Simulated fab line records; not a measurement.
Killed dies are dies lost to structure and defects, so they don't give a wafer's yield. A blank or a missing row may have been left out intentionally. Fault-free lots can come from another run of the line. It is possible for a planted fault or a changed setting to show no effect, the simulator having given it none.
Split-lot trial | flow n5-finfet | 21 wafers read from 7 lots, route of 1938 steps

ABOUT THE SPLIT
At N5_BEOL_M3_HM_DEP_02 (deposits TiN, target thk 20 nm), the setting target-thk-a was moved away from the recipe's 200 angstrom on 7 of the 21 wafers read, by -6.1% to +13.5%. The other wafers ran this setting at the recipe's value.

FROM THE SPLIT TO THE READING: what the file shows between them, 4 steps
- N5_BEOL_M3_COAT_61: time 60 s, resist thk 60 nm
- N5_BEOL_M3_COAT_62: time 60 s, resist thk 12 nm
- N5_BEOL_M3_STRIP_75: strips in N2/H2
- N5_BEOL_M3_STRIP_66: strips in CF4

THE READING
etch.depth-nm (the simulator's own value, which no gauge read), in nm, at N5_BEOL_M3_HM_OPEN_17 (chemistry Cl2/BCl3, target TiN, target depth 20 nm, overetch 6 nm). There is no usual value for it anywhere in the file. Across the 14 wafers here that went through the recipe, the average is 20.06 nm and the standard deviation 0.33 nm.

wafer  | tool, chamber at the split | target-thk-a as run, angstrom | against the recipe | etch.depth-nm, nm | against lot-mates on the recipe
L080.1 | pvd-sputter-02, -          | 200                           | recipe             | 20.54             | -
L080.4 | pvd-sputter-02, -          | 187.8                         | -6.1%              | 19.18             | -1.43
L080.5 | pvd-sputter-02, -          | 200                           | recipe             | 20.68             | -
L083.2 | pvd-sputter-03, -          | 200                           | recipe             | 19.86             | -
L083.3 | pvd-sputter-03, -          | 200                           | recipe             | 19.54             | -
L083.4 | pvd-sputter-03, -          | 200                           | recipe             | 19.77             | -
L084.3 | pvd-sputter-02, -          | 200                           | recipe             | 20.52             | -
L084.4 | pvd-sputter-02, -          | 216.7                         | +8.3%              | 21.88             | +1.36
L084.6 | pvd-sputter-02, -          | 216.7                         | +8.3%              | 22.07             | +1.55
L085.3 | pvd-sputter-02, -          | 200                           | recipe             | 20.02             | -
L085.4 | pvd-sputter-02, -          | 200                           | recipe             | 19.84             | -
L085.6 | pvd-sputter-02, -          | 207.9                         | +4.0%              | 20.88             | +0.95
L076.1 | pvd-sputter-03, -          | 200                           | recipe             | 19.81             | -
L076.2 | pvd-sputter-03, -          | 226                           | +13.0%             | 22.33             | +2.52
L076.3 | pvd-sputter-03, -          | 226                           | +13.0%             | 22.31             | +2.50
L090.1 | pvd-sputter-03, -          | 200                           | recipe             | 19.84             | -
L090.3 | pvd-sputter-03, -          | 200                           | recipe             | 19.84             | -
L090.4 | pvd-sputter-03, -          | 200                           | recipe             | 20.3              | -
L093.1 | pvd-sputter-01, -          | 227                           | +13.5%             | 22.79             | +2.67
L093.3 | pvd-sputter-01, -          | 200                           | recipe             | 20.14             | -
L093.5 | pvd-sputter-01, -          | 200                           | recipe             | 20.1              | -

FIT RESULTS
A straight line over all 21 wafers: etch.depth-nm changes by +0.188 nm for each +1% of target-thk-a; r = +0.96; the points scatter about the line by 0.32 nm.
The same after taking each lot's own level away (the mean of its wafers on the recipe; 21 wafers): +0.195 nm for each +1%; r = +0.99; scatter 0.14 nm.
On that fit, the largest move of target-thk-a shifts the reading by 2.6 nm.
Measured against the standard deviation above, the lots' own levels, which go from 19.723 to 20.610 nm, span 2.7 times it.
Consequently the slope shifts little with the lot-to-lot level, the two slopes agreeing.
Check: with one of the wafers moved furthest among these (+13.5%) left out of the fit, the line predicts +2.6 nm for it against its lot-mates. It came out at +2.67 nm against them.

THESE WAFERS: OTHER SPLITS
Before the reading, these wafers also passed through other splits. Each is held against what the fit with the lots' levels taken away leaves over:
other split on the same wafers           | wafers away from the commonest value | r with etch.depth-nm (lot level and that fit taken away)
N5_MOL_CONTACT_COAG_DESCUM_45 time-s     | 7                                    | +0.06
N5_MOL_CONTACT_COAG_ETCH_67 source-w     | 5                                    | +0.01
N5_MOL_CONTACT_COAG_CVD_140 target-thk-a | 9                                    | +0.30
N5_BEOL_M0_SAQP_PECVD_00 time-s          | 6                                    | +0.15
N5_BEOL_M1_COAT_05 spin-rpm              | 10                                   | -0.10
N5_BEOL_M1_ETCH_64 time-s                | 7                                    | +0.19

THE WHOLE CHAIN: every reading that the file lists as answering this split, in the file's order
step                  | what it does                                                      | reading                                                                          | change (the file's fit)               | r (the file's)
N5_BEOL_M3_HM_DEP_02  | deposits TiN, target thk 20 nm                                    | TiN_of_BEOL_M3_HM_DEP_02.thk-nm (the simulator's own value, which no gauge read) | +0.197 nm for each +1% of the setting | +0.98
N5_BEOL_M3_HM_OPEN_17 | chemistry Cl2/BCl3, target TiN, target depth 20 nm, overetch 6 nm | etch.depth-nm (the simulator's own value, which no gauge read)                   | +0.197 nm for each +1% of the setting | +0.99

FILE'S OWN FIT
etch.depth-nm changes by +0.197 nm for each +1% of target-thk-a, r = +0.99.
